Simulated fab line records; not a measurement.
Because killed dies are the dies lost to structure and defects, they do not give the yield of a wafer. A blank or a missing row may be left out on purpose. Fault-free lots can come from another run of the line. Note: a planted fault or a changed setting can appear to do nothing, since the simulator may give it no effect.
Matching of chambers    flow n5Finfet    N5_BEOL_M1_ETCH_69 on rieDiel-03 has 4 sister chambers
The step etches SiARC in CF4, target depth 15.6 nm, time 26 s. 18 wafers are shown with their chamber, then 9 later ones without.

== EACH WAFER AND ITS CHAMBER ==
wafer   chamber  showerheadPlenumPTorr (Torr)  drypumpMotorCurrentA (A)  oesProductAu (a.u.)
L074.1  1        2.23                          6.1                       0.65
L074.2  2        2.11                          6.3                       0.86
L074.5  0        2.09                          5.6                       0.78
L075.1  1        2.23                          6.1                       0.65
L075.2  0        2.09                          5.6                       0.79
L075.3  2        2.11                          6.3                       0.85
L076.3  3        2.24                          6.3                       0.66
L076.4  1        2.23                          6.1                       0.65
L076.6  3        2.24                          6.3                       0.66
L081.3  0        2.09                          5.7                       0.76
L081.5  1        2.23                          6.1                       0.64
L081.6  0        2.09                          5.7                       0.77
L084.1  3        2.23                          6.3                       0.65
L084.3  1        2.23                          6.1                       0.64
L084.6  3        2.23                          6.3                       0.65
L085.1  1        2.23                          6.1                       0.63
L085.2  2        2.10                          6.3                       0.79
L085.3  3        2.23                          6.3                       0.64

SIGNATURES (averages over the wafers above)
reading                chamber 0  chamber 1  chamber 2  chamber 3  scatter within a chamber
showerheadPlenumPTorr  2.0900     2.2300     2.1067     2.2340     0.00365
drypumpMotorCurrentA   5.650      6.100      6.300      6.300      0.0267
oesProductAu           0.7750     0.6433     0.8333     0.6520     0.0169
Rule: distance of a wafer from a chamber = root of the sum over the readings of ((wafer's reading minus chamber's mean) / reading's scatter) squared. If the next closest chamber is less than 2 further off than the closest, the wafer can't be placed; otherwise it belongs to the closest. How the scatter is found: for the shown wafers, subtract from each reading the mean of its chamber, square and add these, divide the total by (wafers less chambers), then take the root.

== WAFERS WHOSE CHAMBER IS MISSING ==
wafer   showerheadPlenumPTorr (Torr)  drypumpMotorCurrentA (A)  oesProductAu (a.u.)
L088.2  2.23                          6.3                       0.64
L088.4  2.08                          5.6                       0.75
L088.6  2.22                          6.1                       0.63
L091.1  2.23                          6.3                       0.63
L091.4  2.10                          6.3                       0.77
L091.6  2.10                          6.3                       0.77
L097.1  2.22                          6.1                       0.62
L097.2  2.22                          6.3                       0.62
L097.4  2.10                          6.3                       0.75

== WHICH CHAMBER EACH ONE RAN IN ==
wafer   from the rows above  in truth
L088.2  3                    3
L088.4  0                    0
L088.6  1                    1
L091.1  3                    3
L091.4  2                    2
L091.6  2                    2
L097.1  1                    1
L097.2  3                    3
L097.4  2                    2
Correctly placed: 9 of 9. Not placeable from these rows: 0. Wrongly placed: 0.
